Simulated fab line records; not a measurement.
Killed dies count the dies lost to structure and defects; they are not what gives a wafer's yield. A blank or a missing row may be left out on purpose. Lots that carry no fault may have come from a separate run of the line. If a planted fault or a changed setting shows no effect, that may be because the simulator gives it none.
Matching of chambers | flow n5 finfet | N5_BEOL_M0_CO_CAP_123 on cvd co-01: 3 sister chambers
The step material Co, precursor CCTBA/H2, target thk 2 nm, time 102.1 s. 16 wafers are shown with their chamber, then 8 later ones without.

WAFERS, EACH WITH ITS CHAMBER
wafer  | chamber | heater power w (W)
L567.1 | 2       | 230
L567.4 | 0       | 218
L567.5 | 0       | 213
L569.3 | 1       | 232
L569.4 | 2       | 230
L569.6 | 0       | 216
L570.1 | 1       | 229
L570.3 | 2       | 229
L570.5 | 1       | 234
L572.1 | 0       | 211
L572.4 | 1       | 233
L572.6 | 0       | 208
L573.4 | 2       | 238
L573.5 | 1       | 232
L573.6 | 0       | 217
L583.2 | 0       | 220

SIGNATURES (averages over the wafers above)
reading        | chamber 0 | chamber 1 | chamber 2 | scatter within a chamber
heater power w | 214.71    | 232.00    | 231.75    | 3.66
Rule: for each reading, subtract the chamber's mean from the wafer's reading, divide by that reading's scatter and square the result; add these up over the readings and take the root, which gives the wafer's distance from the chamber. If the next closest chamber is less than 2 further off than the closest, the wafer can't be placed; otherwise it belongs to the closest. The scatter: the root of (the sum of the squares of (reading less its chamber's mean) over the shown wafers, divided by (wafers less chambers)).

WAFERS WITH NO CHAMBER GIVEN
wafer  | heater power w (W)
L583.5 | 229
L583.6 | 213
L584.1 | 229
L584.4 | 230
L584.6 | 226
L586.1 | 232
L586.2 | 228
L586.6 | 236

EACH ONE'S CHAMBER
wafer  | from the rows above          | in truth
L583.5 | can't be placed: 2 or 1      | 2
L583.6 | 0                            | 0
L584.1 | can't be placed: 2 or 1      | 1
L584.4 | can't be placed: 2 or 1      | 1
L584.6 | can't be placed: 2 or 1 or 0 | 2
L586.1 | can't be placed: 1 or 2      | 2
L586.2 | can't be placed: 2 or 1      | 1
L586.6 | can't be placed: 1 or 2      | 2
1 of 8 placed correctly. Not placeable from these rows: 7 (in 7, the candidates include the true chamber). Placed wrongly: 0.
